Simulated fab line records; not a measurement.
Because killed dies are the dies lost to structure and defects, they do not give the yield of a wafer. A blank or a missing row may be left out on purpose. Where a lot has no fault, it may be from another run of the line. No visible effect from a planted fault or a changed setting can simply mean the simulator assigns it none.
fab line records -- flow nand_harc
[record] lots = 12, wafers = 36, last_day = 33
route steps=1302 shown A_STAIRCASE@686 END@1302
lots with no fault: from the same line, run without faults
start_h: the number of hours between the record's first day and the start of the first shown wafer of the lot -- wait_h: how many hours have passed since the lot's step before this one -- " unchanged from the row above -- L1.1+2: a single row standing in for several wafers -- - either no value or no given start -- * or withheld: withheld -- < > ~ a bound
route shown NAME@n: names a module that has steps shown in the file, with the first one's number in the route -- usual: mean and standard deviation over wafers with no fault -- same: alike in all rows -- chamber/n: place in a boat -- sites: each site's reading -- _std_site: the values' standard deviation -- _edge_site: outer sites' mean less inner sites' -- radius_mm: for every site, how far away it sits from the centre of the wafer -- mask NAME#n: copy n -- behind: the most recent tool/chamber to have shaped the wafer -- hold: what put the lot on hold/how long, in hours/how the hold closed -- device: names the non-switching transistor (n, p or np) -- end of line: the route-end tests of the same wafers -- a step without rows: its recipe alone -- killed: dies that structure and defects cost at the first sort, which is not the same as the wafer's yield -- map: the dies of a wafer, with x for killed, . for not killed, _ for no die there
set.NAME: the setting that was run; set.NAME@STEP: the one run at that earlier step -- model.NAME: the simulator's own value behind a step, which no gauge read
one table for each step of the route and one row for each wafer, over a sample of lots
services: the hour from which a tool's chamber was out of use, counted from the record's first day as start_h (under 0 if before that day), plus the number of hours and why
[[steps]]
[step NHARC_A_STAIRCASE_STRIP_175]
[recipe] power_w = 1500, temp_c = 250, chemistry = O2
[usual] drypump_motor_current_A = 5.86/0.25, heater_power_w = 370/38, temp_c = 250.01/0.2
lot.wafer,tool,chamber,start_h,wait_h,drypump_motor_current_A,heater_power_w,rf_hours_counter_h,temp_c
L239.2,plasma_asher-02,0,364.85,0.1,6.08,390,26,249.94
L239.1,plasma_asher-02,1,364.85,0.1,6.16,404,26,249.72
L239.5,plasma_asher-02,1,364.85,0.1,6.12,402,-,249.64
L240.1,plasma_asher-02,1,375.71,0.1,6.11,402,29,250.40
L240.3,plasma_asher-02,1,375.71,0.1,6.11,410,-,249.94
L240.5,plasma_asher-02,0,375.71,0.1,6.08,385,-,250.06
L242.2,plasma_asher-01,1,381.45,0.1,5.53,302,6,249.76
L242.1,plasma_asher-01,0,381.45,0.1,5.67,360,6,249.94
L242.4,plasma_asher-01,1,381.45,0.1,5.51,306,-,249.82
L243.2,plasma_asher-01,0,405.19,0.1,5.66,348,11,250.41
L243.3,plasma_asher-01,0,405.19,0.1,5.66,348,-,249.76
L243.4,plasma_asher-01,1,405.19,0.1,5.51,300,-,250.29
L245.3,plasma_asher-02,0,416.76,0.2,6.06,385,-,250.51
L245.4,plasma_asher-02,1,416.76,0.2,6.10,404,-,249.99
L245.6,plasma_asher-02,0,416.76,0.2,6.10,387,-,249.95
L252.1,plasma_asher-01,1,494.87,0.1,5.52,310,28,250.21
L252.3,plasma_asher-01,1,494.87,0.1,5.50,305,-,250.13
L252.6,plasma_asher-01,0,494.87,0.1,5.67,362,-,250.13
L253.1,plasma_asher-02,0,495.13,0.1,6.08,426,14,250.15
L253.4,plasma_asher-02,1,495.13,0.1,6.09,405,-,249.57
L253.6,plasma_asher-02,1,495.13,0.1,6.09,389,-,249.67
L255.1,plasma_asher-02,1,516.42,0.1,6.12,385,17,249.59
L255.6,plasma_asher-02,1,516.42,0.1,6.11,394,-,249.68
L255.5,plasma_asher-02,0,516.42,0.1,6.07,418,-,250.06
L254.1,plasma_asher-02,0,517.20,0.1,6.06,424,18,250.15
L254.3,plasma_asher-02,1,517.20,0.1,6.13,402,-,250.18
L254.6,plasma_asher-02,1,517.20,0.1,6.09,378,-,250.23
L256.1,plasma_asher-01,1,546.24,0.1,5.51,332,2,250.07
L256.4,plasma_asher-01,0,546.24,0.1,5.64,355,-,249.88
L256.3,plasma_asher-01,1,546.24,0.1,5.53,332,-,250.08
L258.4,plasma_asher-01,0,556.78,0.2,5.66,349,-,250.05
L258.3,plasma_asher-01,1,556.78,0.2,5.55,336,-,249.90
L258.6,plasma_asher-01,0,556.78,0.2,5.66,356,-,250.17
L261.1,plasma_asher-02,0,585.67,0.1,6.08,417,36,249.79
L261.3,plasma_asher-02,1,585.67,0.1,6.12,395,-,250.06
L261.6,plasma_asher-02,0,585.67,0.1,6.07,417,-,249.81
[step NHARC_A_STAIRCASE_ETCH_188]
[recipe] target_depth_a = 1000, time_s = 40.5, ion_energy_ev = 400, c4f8_flow_sccm = 20, o2_flow_sccm = 10, ar_flow_sccm = withheld, rf_w = 600, bias_w = 1000, chemistry = C4F8/O2
[usual] oes_product_au = 0.946/0.015, rf_vpp_V = 893/5.6, run_length_s = 61.8/0.47
lot.wafer,tool,chamber,start_h,wait_h,oes_product_au,rf_hours_counter_h,rf_vpp_V,run_length_s
L239.2,rie_diel-10,0,366.64,-,0.939,36,887,62.0
L239.1,rie_diel-10,2,366.64,-,0.929,36,888,62.1
L239.5,rie_diel-10,2,366.64,-,0.937,-,887,62.3
L240.3,rie_diel-04,2,377.31,-,0.948,4,888,61.6
L240.1,rie_diel-04,3,377.31,-,0.951,3,899,61.4
L240.5,rie_diel-04,2,377.31,-,0.942,-,889,61.3
L242.1,rie_diel-04,2,383.07,-,0.970,6,888,61.2
L242.2,rie_diel-04,3,383.07,-,0.948,5,899,61.1
L242.4,rie_diel-04,1,383.07,-,0.956,6,899,61.2
L243.3,rie_diel-04,0,406.94,-,0.925,12,889,40.2
L243.2,rie_diel-04,2,406.94,-,0.962,11,887,40.0
L243.4,rie_diel-04,3,406.94,-,0.963,11,898,39.6
L245.3,rie_diel-04,1,418.31,-,0.944,17,899,40.1
L245.4,rie_diel-04,3,418.31,-,0.982,18,900,40.1
L245.6,rie_diel-04,0,418.31,-,0.948,-,887,40.0
L252.3,rie_diel-04,0,496.50,-,0.943,43,888,61.9
L252.1,rie_diel-04,2,496.50,-,0.966,39,887,61.3
L252.6,rie_diel-04,2,496.50,-,0.959,-,888,61.3
L253.1,rie_diel-05,0,496.87,-,0.921,27,898,61.7
L253.4,rie_diel-05,3,496.87,-,0.897,24,904,61.8
L253.6,rie_diel-05,1,496.87,-,0.922,-,893,62.2
L255.1,rie_diel-10,3,518.18,-,0.934,32,895,62.8
L255.6,rie_diel-10,3,518.18,-,0.936,-,895,62.4
L255.5,rie_diel-10,0,518.18,-,0.945,-,886,61.5
L254.1,rie_diel-04,3,518.97,-,0.941,50,900,61.4
L254.3,rie_diel-04,1,518.97,-,0.939,46,898,61.3
L254.6,rie_diel-04,3,518.97,-,0.955,-,899,61.1
L256.3,rie_diel-04,0,547.95,-,0.951,1,888,61.8
L256.4,rie_diel-04,1,547.95,-,0.954,1,898,61.6
L256.1,rie_diel-04,2,547.95,-,0.939,1,888,61.7
L258.3,rie_diel-05,0,558.45,-,0.951,42,897,61.8
L258.4,rie_diel-05,2,558.45,-,0.963,41,892,61.4
L258.6,rie_diel-05,1,558.45,-,0.944,-,893,62.1
L261.3,rie_diel-04,2,587.42,-,0.952,16,887,61.4
L261.1,rie_diel-04,3,587.42,-,0.942,16,899,61.2
L261.6,rie_diel-04,2,587.42,-,0.961,-,889,61.9
[step NHARC_A_STAIRCASE_ETCH_190]
[recipe] target_depth_a = 1000, time_s = 40.5, ion_energy_ev = 400, c4f8_flow_sccm = 20, o2_flow_sccm = 10, ar_flow_sccm = withheld, rf_w = 600, bias_w = 1000, chemistry = C4F8/O2
[usual] oes_product_au = 0.946/0.015, rf_vpp_V = 893/5.5, run_length_s = 61.8/0.51
lot.wafer,tool,chamber,start_h,wait_h,oes_product_au,rf_hours_counter_h,rf_vpp_V,run_length_s
L239.2,rie_diel-10,0,-,-,0.942,37,889,61.6
L239.1,rie_diel-10,2,-,-,0.942,36,888,61.9
L239.5,rie_diel-10,3,-,-,0.932,-,896,63.1
L240.1,rie_diel-04,2,-,-,0.969,4,888,62.1
L240.3,rie_diel-04,0,-,-,0.931,3,888,61.7
L240.5,rie_diel-04,2,-,-,0.970,-,889,61.6
L242.2,rie_diel-04,3,-,-,0.970,5,900,61.0
L242.1,rie_diel-04,0,-,-,0.933,6,888,61.2
L242.4,rie_diel-04,1,-,-,0.943,6,900,61.3
L243.2,rie_diel-04,3,-,-,0.953,11,899,61.4
L243.4,rie_diel-04,0,-,-,0.934,12,888,62.1
L243.3,rie_diel-04,2,-,-,0.956,11,889,61.6
L245.4,rie_diel-04,0,-,-,0.937,19,888,61.6
L245.3,rie_diel-04,1,-,-,0.951,18,898,61.5
L245.6,rie_diel-04,3,-,-,0.983,-,899,61.1
L252.1,rie_diel-04,1,-,-,0.943,38,899,61.3
L252.3,rie_diel-04,0,-,-,0.937,43,888,61.7
L252.6,rie_diel-04,0,-,-,0.924,-,889,61.3
L253.4,rie_diel-05,2,-,-,0.970,24,894,61.9
L253.1,rie_diel-05,1,-,-,0.938,26,891,62.4
L253.6,rie_diel-05,3,-,-,0.917,-,904,61.4
L255.1,rie_diel-10,0,-,-,0.950,32,887,61.3
L255.6,rie_diel-10,3,-,-,0.948,-,897,62.5
L255.5,rie_diel-10,0,-,-,0.961,-,886,62.1
L254.3,rie_diel-04,0,-,-,0.943,50,887,62.0
L254.1,rie_diel-04,3,-,-,0.968,50,898,61.0
L254.6,rie_diel-04,1,-,-,0.941,-,898,61.6
L256.1,rie_diel-04,2,-,-,0.943,1,888,61.4
L256.3,rie_diel-04,3,-,-,0.950,1,897,61.3
L256.4,rie_diel-04,1,-,-,0.964,1,900,61.4
L258.4,rie_diel-05,1,-,-,0.953,40,890,62.6
L258.3,rie_diel-05,2,-,-,0.952,41,893,61.6
L258.6,rie_diel-05,1,-,-,0.955,-,891,62.1
L261.1,rie_diel-04,0,-,-,0.937,17,888,61.2
L261.3,rie_diel-04,3,-,-,0.954,16,897,61.1
L261.6,rie_diel-04,1,-,-,0.946,-,897,61.8
[step NHARC_A_STAIRCASE_TRIM_196]
[recipe] time_s = 211.2, o2_flow_sccm = 500, ar_flow_sccm = 0, bias_w = 0, chemistry = O2
[usual] drypump_motor_current_A = 5.8/0.47, oes_product_au = 1.001/0.015, rf_vpp_V = 57.6/0.98, showerhead_plenum_p_Torr = 3.48/0.15, throttle_valve_pct = 17.036/0.0094
lot.wafer,tool,chamber,start_h,wait_h,drypump_motor_current_A,oes_product_au,rf_hours_counter_h,rf_vpp_V,showerhead_plenum_p_Torr,throttle_valve_pct
L239.1,rie_diel-05,3,367.63,0.1,5.7,0.983,46,57.7,3.78,17.043
L239.2,rie_diel-05,1,367.63,0.1,5.1,0.987,42,56.7,3.44,17.027
L239.5,rie_diel-05,3,367.63,0.1,5.7,0.993,-,58.2,3.78,17.048
L240.1,rie_diel-10,0,378.24,0.1,6.1,0.996,40,56.9,3.31,17.019
L240.3,rie_diel-10,1,378.24,0.1,5.2,0.995,38,57.1,3.65,17.043
L240.5,rie_diel-10,2,378.24,0.1,5.6,0.989,-,58.6,3.30,17.042
L242.1,rie_diel-05,2,384.05,0.1,5.6,1.005,46,57.9,3.46,17.017
L242.2,rie_diel-05,3,384.05,0.1,5.7,0.994,49,58.8,3.78,17.038
L242.4,rie_diel-05,1,384.05,0.1,5.1,0.995,45,58.4,3.44,17.044
L243.4,rie_diel-04,3,410.65,0.1,6.6,1.032,15,58.8,3.62,17.042
L243.2,rie_diel-04,0,410.65,0.1,5.4,0.995,16,56.1,3.32,17.036
L243.3,rie_diel-04,1,410.65,0.1,6.6,1.003,15,57.7,3.61,17.044
L245.3,rie_diel-04,3,419.19,0.1,6.6,1.021,18,57.8,3.62,17.033
L245.4,rie_diel-04,1,419.19,0.1,6.6,1.004,18,58.2,3.61,17.029
L245.6,rie_diel-04,3,419.19,0.1,6.6,1.019,-,57.0,3.62,17.036
L252.1,rie_diel-10,1,497.48,0.1,5.2,0.985,20,57.9,3.63,17.024
L252.3,rie_diel-10,0,497.48,0.1,6.2,0.995,22,57.5,3.29,17.042
L252.6,rie_diel-10,1,497.48,0.1,5.2,0.980,-,59.5,3.63,17.038
L253.4,rie_diel-05,2,497.76,0.1,5.5,1.008,24,56.4,3.45,17.032
L253.1,rie_diel-05,3,497.76,0.1,5.7,0.961,24,59.0,3.76,17.035
L253.6,rie_diel-05,2,497.76,0.1,5.5,1.016,-,55.6,3.45,17.025
L255.1,rie_diel-10,2,519.04,0.1,5.5,1.011,29,58.3,3.28,17.029
L255.5,rie_diel-10,2,519.04,0.1,5.5,0.997,-,55.8,3.28,17.020
L255.6,rie_diel-10,3,519.04,0.1,6.1,0.998,-,57.4,3.50,17.031
L254.3,rie_diel-04,0,519.83,0.1,5.4,0.991,50,57.5,3.30,17.041
L254.1,rie_diel-04,2,519.83,0.1,5.8,1.017,46,57.5,3.30,17.026
L254.6,rie_diel-04,1,519.83,0.1,6.6,0.996,-,56.6,3.59,17.034
L256.1,rie_diel-04,0,548.81,0.1,5.4,0.996,1,57.1,3.30,17.032
L256.4,rie_diel-04,1,548.81,0.1,6.6,1.018,1,56.8,3.59,17.044
L256.3,rie_diel-04,3,548.81,0.1,6.6,1.009,1,58.4,3.59,17.030
L258.3,rie_diel-05,2,559.32,0.1,5.5,1.029,41,58.1,3.44,17.023
L258.4,rie_diel-05,3,559.32,0.1,5.7,0.978,42,58.2,3.75,17.031
L258.6,rie_diel-05,3,559.32,0.1,5.7,0.973,-,59.3,3.75,17.039
L261.1,rie_diel-04,2,588.42,0.1,5.8,1.016,17,57.4,3.29,17.049
L261.3,rie_diel-04,1,588.42,0.1,6.6,1.016,17,58.7,3.58,17.025
L261.6,rie_diel-04,3,588.42,0.1,6.6,1.029,-,58.0,3.59,17.042
[step NHARC_END_SORT_01]
[recipe] temp_c = 25
[usual] killed_at_array = 52/17, killed_at_other = 1.2/1.4, killed_at_periphery = 4.7/2.9, killed_dies = 58/17, killed_open = 3.2/1.9, killed_short = 2.4/1.4
[same] gross_dies = 677
lot.wafer,tool,chamber,start_h,wait_h,killed_at_array,killed_at_other,killed_at_periphery,killed_dies,killed_open,killed_short
L240.1,prober-02,0,576.77,2.5,44,0,4,48,0,2
L240.3,prober-02,0,578.38,3.1,53,0,3,56,3,2
L240.5,prober-02,0,579.99,3.7,39,1,5,45,6,4
L243.2,prober-02,0,625.66,2.8,674,0,3,677,3,2
L243.3,prober-02,0,626.47,3.1,672,0,5,677,0,2
L243.4,prober-02,0,627.28,3.4,671,0,6,677,3,2
L245.3,prober-01,0,629.77,3.1,664,2,11,677,9,5
L245.4,prober-01,0,630.56,3.4,671,2,4,677,5,3
L245.6,prober-01,0,632.16,4.0,668,1,8,677,2,5
L253.1,prober-01,0,697.97,2.5,47,0,2,49,5,3
L253.4,prober-01,0,700.40,3.4,63,0,1,64,5,2
L253.6,prober-01,0,702.01,4.0,65,2,0,67,0,5
L255.1,prober-02,0,715.31,2.5,79,3,6,88,3,2
L255.5,prober-02,0,718.48,3.7,78,2,4,84,4,2
L255.6,prober-02,0,719.27,4.0,89,1,4,94,5,1
L254.1,prober-01,0,715.33,2.5,31,1,6,38,6,3
L254.6,prober-01,0,719.35,4.0,15,0,1,16,2,1
L256.1,prober-02,0,764.96,2.5,37,0,4,41,3,3
L256.3,prober-02,0,766.54,3.1,25,1,8,34,1,3
L256.4,prober-02,0,767.33,3.4,34,3,8,45,2,2
L258.3,prober-01,0,771.47,3.1,79,1,1,81,5,0
L258.4,prober-01,0,772.27,3.4,77,1,3,81,4,1
L258.6,prober-01,0,773.86,4.0,39,1,4,44,1,1
// killed by level:class
L240.1 A_CHANNEL_HOLE_D2:chamber_film_flake=18 A_CHANNEL_HOLE_D1:chamber_film_flake=17 A_WL_FILL:chamber_film_flake=3 A_CONTACT:chamber_film_flake=3 P_CONTACT:chamber_film_flake=2 P_GATE:geometric_particle:short=1 A_ONON_D1:geometric_particle:short=1 P_ZERO_WELL:chamber_film_flake=1
L240.3 A_CHANNEL_HOLE_D2:chamber_film_flake=22 A_CHANNEL_HOLE_D1:chamber_film_flake=19 A_ZERO_WELL:chamber_film_flake=3 P_CONTACT:chamber_film_flake=2 A_CONTACT:chamber_film_flake=2 A_STAIRCASE:chamber_film_flake=2 P_GATE:geometric_particle:open=1 A_CHANNEL_FILL_D2:geometric_particle:open=1
L240.5 A_CHANNEL_HOLE_D1:chamber_film_flake=13 A_CHANNEL_HOLE_D2:chamber_film_flake=9 A_WL_FILL:chamber_film_flake=4 P_GATE:geometric_particle:open=2 P_GATE:chamber_film_flake=2 A_DECK1_JOINT:chamber_film_flake=2 A_CONTACT:chamber_film_flake=2 P_M0:geometric_particle:open=1
L243.2 A_STAIRCASE:area_etch=641 A_CHANNEL_HOLE_D2:chamber_film_flake=19 A_STAIRCASE:chamber_film_flake=4 A_CHANNEL_HOLE_D1:chamber_film_flake=3 A_DECK1_JOINT:chamber_film_flake=2 P_BONDPAD:geometric_particle:open=1 A_DECK1_JOINT:geometric_particle:open=1 A_ONON_D2:geometric_particle:open=1
L243.3 A_STAIRCASE:area_etch=626 A_CHANNEL_HOLE_D2:chamber_film_flake=35 P_GATE:chamber_film_flake=4 A_CHANNEL_HOLE_D1:chamber_film_flake=3 A_DECK1_JOINT:chamber_film_flake=3 A_CHANNEL_FILL_D2:geometric_particle:short=1 A_STAIRCASE:geometric_particle:short=1 P_M2:chamber_film_flake=1
L243.4 A_STAIRCASE:area_etch=638 A_CHANNEL_HOLE_D2:chamber_film_flake=19 A_CHANNEL_HOLE_D1:chamber_film_flake=3 A_CONTACT:chamber_film_flake=3 P_M2:chamber_film_flake=2 A_DECK1_JOINT:chamber_film_flake=2 P_STI:geometric_particle:short=1 A_ONON_D1:geometric_particle:open=1
L245.3 A_STAIRCASE:area_etch=615 A_SLIT:chamber_film_flake=21 A_CONTACT:chamber_film_flake=7 A_CHANNEL_HOLE_D2:chamber_film_flake=6 A_WL_FILL:geometric_particle:short=3 P_STI:chamber_film_flake=3 P_GATE:chamber_film_flake=3 P_M0:geometric_particle:open=2
L245.4 A_STAIRCASE:area_etch=620 A_SLIT:chamber_film_flake=24 A_CONTACT:chamber_film_flake=7 A_CHANNEL_HOLE_D2:chamber_film_flake=6 A_STAIRCASE:chamber_film_flake=4 P_STI:chamber_film_flake=3 A_ONON_D2:geometric_particle:open=2 A_DECK1_JOINT:chamber_film_flake=2
L245.6 A_STAIRCASE:area_etch=637 A_SLIT:chamber_film_flake=16 A_CHANNEL_HOLE_D2:chamber_film_flake=5 A_CONTACT:chamber_film_flake=3 P_GATE:chamber_film_flake=2 P_BONDPAD:chamber_film_flake=2 A_DECK1_JOINT:chamber_film_flake=2 P_GATE:geometric_particle:open=1
L253.1 A_CHANNEL_HOLE_D1:chamber_film_flake=19 A_SLIT:chamber_film_flake=14 A_CHANNEL_FILL_D2:chamber_film_flake=2 A_STAIRCASE:chamber_film_flake=2 A_SGD_CUT:chamber_film_flake=2 P_CONTACT:geometric_particle:short=1 A_CHANNEL_HOLE_D1:geometric_particle:open=1 A_DECK1_JOINT:geometric_particle:open=1
L253.4 A_SLIT:chamber_film_flake=25 A_CHANNEL_HOLE_D1:chamber_film_flake=18 A_CONTACT:chamber_film_flake=7 A_DECK1_JOINT:geometric_particle:short=2 A_DECK1_JOINT:geometric_particle:open=2 A_SGD_CUT:chamber_film_flake=2 A_CHANNEL_FILL_D1:geometric_particle:open=1 A_CHANNEL_HOLE_D2:geometric_particle:open=1
L253.6 A_SLIT:chamber_film_flake=34 A_CHANNEL_HOLE_D1:chamber_film_flake=15 A_CONTACT:chamber_film_flake=4 A_CHANNEL_FILL_D2:chamber_film_flake=2 A_STAIRCASE:chamber_film_flake=2 A_SGD_CUT:chamber_film_flake=2 A_SOURCE_PLATE:geometric_particle:short=1 A_ONON_D1:geometric_particle:short=1
L255.1 A_SLIT:chamber_film_flake=35 A_CHANNEL_HOLE_D1:chamber_film_flake=18 A_CHANNEL_HOLE_D2:chamber_film_flake=12 A_STAIRCASE:chamber_film_flake=3 THIN_TSV:chamber_film_flake=3 P_M1:chamber_film_flake=2 A_DECK1_JOINT:chamber_film_flake=2 A_CHANNEL_FILL_D2:chamber_film_flake=2
L254.1 A_CHANNEL_HOLE_D1:chamber_film_flake=9 A_SLIT:chamber_film_flake=6 A_STAIRCASE:chamber_film_flake=3 A_CONTACT:chamber_film_flake=3 P_GATE:chamber_film_flake=2 A_CHANNEL_FILL_D2:chamber_film_flake=2 P_CONTACT:geometric_particle:short=1 P_M1:geometric_particle:open=1
L255.5 A_CHANNEL_HOLE_D2:chamber_film_flake=26 A_SLIT:chamber_film_flake=25 A_CHANNEL_HOLE_D1:chamber_film_flake=15 A_CONTACT:chamber_film_flake=6 P_CONTACT:geometric_particle:open=1 P_M0:geometric_particle:open=1 A_ONON_D1:geometric_particle:open=1 A_DECK1_JOINT:geometric_particle:short=1
L255.6 A_SLIT:chamber_film_flake=36 A_CHANNEL_HOLE_D1:chamber_film_flake=26 A_CHANNEL_HOLE_D2:chamber_film_flake=14 A_CHANNEL_FILL_D1:chamber_film_flake=6 P_M1:chamber_film_flake=3 A_CHANNEL_FILL_D2:geometric_particle:open=2 P_M0:geometric_particle:open=1 A_CHANNEL_HOLE_D1:geometric_particle:open=1
L254.6 A_SLIT:chamber_film_flake=5 A_CHANNEL_HOLE_D1:chamber_film_flake=3 A_CONTACT:chamber_film_flake=2 P_CONTACT:geometric_particle:open=1 A_SOURCE_PLATE:geometric_particle:open=1 A_WL_FILL:geometric_particle:short=1 A_CHANNEL_FILL_D2:chamber_film_flake=1 A_STAIRCASE:chamber_film_flake=1
L256.1 A_CHANNEL_HOLE_D1:chamber_film_flake=12 A_CONTACT:chamber_film_flake=10 A_SLIT:chamber_film_flake=4 A_WL_FILL:chamber_film_flake=4 P_BONDPAD:chamber_film_flake=3 A_ONON_D1:geometric_particle:open=2 A_STAIRCASE:chamber_film_flake=2 P_M0:geometric_particle:open=1
L256.3 A_CHANNEL_HOLE_D1:chamber_film_flake=12 A_CONTACT:chamber_film_flake=6 P_BONDPAD:chamber_film_flake=5 A_SLIT:chamber_film_flake=3 P_M0:geometric_particle:short=1 A_CHANNEL_FILL_D1:geometric_particle:open=1 A_ONON_D2:geometric_particle:short=1 A_SGD_CUT:geometric_particle:short=1
L256.4 A_CHANNEL_HOLE_D1:chamber_film_flake=13 P_BONDPAD:chamber_film_flake=6 A_SLIT:chamber_film_flake=6 A_CONTACT:chamber_film_flake=5 A_ZERO_WELL:chamber_film_flake=2 A_DECK1_JOINT:chamber_film_flake=2 A_STAIRCASE:chamber_film_flake=2 A_WL_FILL:chamber_film_flake=2
L258.3 A_SLIT:chamber_film_flake=28 A_CHANNEL_HOLE_D2:chamber_film_flake=20 A_CHANNEL_HOLE_D1:chamber_film_flake=13 A_BLC:chamber_film_flake=6 A_CONTACT:chamber_film_flake=5 A_STAIRCASE:chamber_film_flake=3 P_M0:geometric_particle:open=1 A_SGD_CUT:geometric_particle:open=1
L258.4 A_SLIT:chamber_film_flake=33 A_CHANNEL_HOLE_D2:chamber_film_flake=18 A_CONTACT:chamber_film_flake=13 A_CHANNEL_HOLE_D1:chamber_film_flake=5 A_STAIRCASE:chamber_film_flake=3 P_CONTACT:geometric_particle:open=1 A_CHANNEL_FILL_D1:geometric_particle:short=1 A_CHANNEL_HOLE_D2:geometric_particle:open=1
L258.6 A_SLIT:chamber_film_flake=15 A_CHANNEL_HOLE_D2:chamber_film_flake=7 A_CONTACT:chamber_film_flake=7 A_CHANNEL_HOLE_D1:chamber_film_flake=4 P_ZERO_WELL:chamber_film_flake=2 A_STAIRCASE:chamber_film_flake=2 A_SLIT:geometric_particle:open=1 A_WL_FILL:chamber_film_flake=1
[[services]]
tool,chamber,start_h,hours,kind
plasma_asher-01,-,342.07,9.0,pm
rie_diel-04,-,355.68,9.0,pm
rie_diel-04,0,355.68,9.0,vent_cycle
rie_diel-04,1,355.68,9.0,vent_cycle
rie_diel-04,2,355.68,9.0,vent_cycle
rie_diel-04,3,355.68,9.0,vent_cycle
plasma_asher-02,-,357.16,0.7,repair
rie_diel-10,1,362.18,7.1,repair
plasma_asher-01,-,374.88,0.7,repair
rie_diel-04,2,384.20,2.6,repair
rie_diel-05,-,410.51,9.0,pm
rie_diel-10,-,421.86,9.0,pm
rie_diel-05,3,424.54,4.8,repair
plasma_asher-02,-,427.04,9.0,pm
plasma_asher-01,-,470.45,8.6,repair
rie_diel-10,1,482.68,6.5,repair
rie_diel-04,3,494.50,4.0,repair
plasma_asher-01,-,519.07,9.0,pm
rie_diel-04,-,532.68,9.0,pm
plasma_asher-01,-,542.52,3.2,repair
rie_diel-10,2,543.91,4.8,repair
rie_diel-05,-,561.39,0.7,repair
rie_diel-05,1,576.02,10.6,repair
rie_diel-05,-,587.51,9.0,pm
[[key]]
[first_sign] step = NHARC_A_STAIRCASE_ETCH_188, reading = run_length_s, direction = down, sigmas = 46, usual = *, struck = *
[effect] step = NHARC_END_SORT_01, reading = killed_at_array, direction = up, sigmas = 37, usual = 52, struck = 670
[more_kills_born_at] NHARC_A_STAIRCASE_ETCH_188@rie_diel-04 = 3777
met_at NHARC_A_STAIRCASE_ETCH_188
struck_lots L243,L245
later_rows_left_out L243.2,L243.3,L243.4,L245.3,L245.4,L245.6
tester_left_out L243,L245
not_acting_at NHARC_A_STAIRCASE_STRIP_175,NHARC_A_STAIRCASE_ETCH_190,NHARC_A_STAIRCASE_TRIM_196
onset_between 383.07 406.94
[fault] kind = process_parameter_drift, tool = rie_diel-04, chamber = -, onset_h = 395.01, steps = NHARC_A_STAIRCASE_ETCH_188, channel = time_s, offset = *, shape = step, end_h = 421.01, acts_in = *, stated = *
// tester_left_out: of these lots the tester's yield and bins aren't shown, on N5 and GAA mostly nor the transistor test; their killed dies are dies lost to structure and defects alone, not to doping, threshold or leakage, so they don't give the yield
// later_rows_left_out: the simulator's readings of these wafers behind a module that went badly wrong aren't trusted and aren't shown, but for the sort
